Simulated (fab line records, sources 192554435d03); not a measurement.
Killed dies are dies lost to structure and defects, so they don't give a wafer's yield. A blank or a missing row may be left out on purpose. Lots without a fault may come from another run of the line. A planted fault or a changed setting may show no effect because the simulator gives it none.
A struck lot beside a sound one | flow n5_finfet | 15 steps out of a route of 1938
Sound: wafers L551.1, L551.4, L551.6. Struck: wafers L560.4, L560.5, L560.6. The cause comes at the end.
At each step with rows: each side's tool, then ch and its chambers, then its first start. Under that, the readings that differ: sound wafers | struck wafers | difference of the means | sigmas: that difference in standard deviations of wafers without a fault.
alike: readings whose means differ by less than 2 such deviations, and words and numbers that are the same on both sides. not compared: withheld readings, readings that some wafer has no value for, bounds like >300 that may hide the same value, and numbers for which the record gives no deviation and whose values overlap.
The two part at a step that has a row with sigmas, a row that says differs or no value, or rows on one side only. Numbers that don't overlap but have no deviation are shown without sigmas and don't part them. A reading that every wafer of one side lacks parts them only if that side has two wafers or more.

first, 3 steps without rows for these wafers: N5_HKMG_FIN_EXPOSE_09 (exposes mask NWFM); N5_HKMG_FIN_PEB_10 (peb time 60 s); N5_HKMG_FIN_DEVELOP_11 (develop time 30 s).
N5_HKMG_FIN_CD_MEAS_12: target cd 92.8 nm.
  sound on cd_sem-03 ch 0, day 5 16:18; struck on cd_sem-02 ch 0, day 7 20:57
  alike: cd_nm
N5_HKMG_FIN_OVL_MEAS_13:
  sound on overlay-02 ch 0, day 5 16:20; struck on overlay-01 ch 0, day 7 20:59
  alike: NWFM_OVL
N5_HKMG_FIN_INSPECT_14: inspects for defects (macro).
  sound on defect_inspect-01, day 5 16:21; struck on defect_inspect-02, day 7 21:01
  alike: raw_defect_count
N5_HKMG_FIN_DESCUM_17: chemistry O2, time 7.9 s.
  sound on rie_diel-04 ch 1,2, day 5 16:23; struck on rie_diel-04 ch 0,1,3, day 7 21:02
  alike: drypump_motor_current_A, oes_product_au, rf_vpp_V, showerhead_plenum_p_Torr, temp_c, throttle_valve_pct
  not compared: rf_hours_counter_h
N5_HKMG_FIN_ETCH_31: etches SiARC in CF4, target depth 45.5 nm, time 75.8 s.
  sound on rie_diel-04 ch 1,2, day 5 16:25; struck on rie_diel-04 ch 0,1,3, day 7 21:04
  alike: drypump_motor_current_A, etch_rf_on_time_s, oes_product_au, rf_vpp_V, showerhead_plenum_p_Torr, throttle_valve_pct
  not compared: rf_hours_counter_h
N5_HKMG_FIN_ETCH_32: etches SOC in N2/H2, target depth 240 nm, time 300 s.
  sound on rie_diel-04 ch 1,2, day 5 16:29; struck on rie_diel-04 ch 0,1,3, day 7 21:08
  alike: drypump_motor_current_A, oes_product_au, rf_vpp_V, showerhead_plenum_p_Torr, temp_c, throttle_valve_pct
  not compared: rf_hours_counter_h
then, 1 step without rows for these wafers: N5_HKMG_FIN_STRIP_33 (strips in N2/H2).
N5_HKMG_FIN_STRIP_34: strips in CF4.
  sound on rie_diel-04 ch 1,2, day 5 16:40; struck on rie_diel-04 ch 0,1,3, day 7 21:19
  alike: bias_power_w, cf4_flow_sccm, drypump_motor_current_A, oes_product_au, rf_vpp_V, showerhead_plenum_p_Torr, throttle_valve_pct
  not compared: rf_hours_counter_h
N5_HKMG_FIN_ETCH_35: etches SOC in N2/H2, target depth 215.8 nm, time 243.4 s.
  sound on rie_diel-04 ch 1,2, day 5 16:41; struck on rie_diel-04 ch 0,1,3, day 7 21:20
  alike: drypump_motor_current_A, oes_product_au, rf_vpp_V, showerhead_plenum_p_Torr, throttle_valve_pct
  not compared: rf_hours_counter_h
N5_HKMG_FIN_STRIP_92: strips SOC in N2/H2, time 20 s.
  sound on rie_diel-04 ch 1,2, day 5 16:50; struck on rie_diel-04 ch 0,1,3, day 7 21:29
  no value came back on the struck wafers for any of 8 readings (bias_power_w (W), chamber_pressure_mTorr (mTorr) and others); on the sound wafers bias_power_w (W) reads 7.996 8.006 8.014
  reading                                   | sound          | struck         | difference | sigmas
  model.SOC_of_HKMG_FIN_COAT_29.thk_nm (nm) | 75.4 62.4 64.4 | 89.8 87.2 87.4 | +20.7      |
  not compared: rf_hours_counter_h
then, 1 step without rows for these wafers: N5_HKMG_FIN_WET_ETCH_18 (etches TiN in SC1, time 55 s, target depth 5.2 nm, rinse time 30 s).
-- the record jumps here: 4 days lie between the struck wafers' starts before and after (it left off in module HKMG_FIN and takes up again in module BEOL_M4, whose first step shown is number 1111 of the route) --
N5_BEOL_M4_RC_MEAS_101:
  sound on prober-01 ch 0, day 9 22:18; struck on prober-02 ch 0, day 11 21:13
  reading        | sound          | struck         | difference | sigmas
  DIBL_N (mV/V)  | 36.1 38.2 36.8 | 31.2 33.8 33.3 | -4.3       | -3
  IOFF_P (nA/um) | 0.24 0.29 0.24 | 0.14 0.16 0.17 | -0.10      | -3
  ION_P (uA/um)  | 472 477 473    | 459 455 464    | -15        | -2
  SS_N (mV/dec)  | 71.9 72.0 71.5 | 70.3 70.9 70.7 | -1.2       | -2
  SS_P (mV/dec)  | 72.8 74.6 73.3 | 71.5 72.2 72.3 | -1.6       | -2
  VT_P (mV)      | -246 -247 -245 | -257 -256 -252 | -9         | -3
  alike: DIBL_P, IOFF_N, ION_N, VT_N

WHERE THEY PART
First at N5_HKMG_FIN_STRIP_92; last, within this record, at N5_BEOL_M4_RC_MEAS_101.

WHY: what the simulator had put in
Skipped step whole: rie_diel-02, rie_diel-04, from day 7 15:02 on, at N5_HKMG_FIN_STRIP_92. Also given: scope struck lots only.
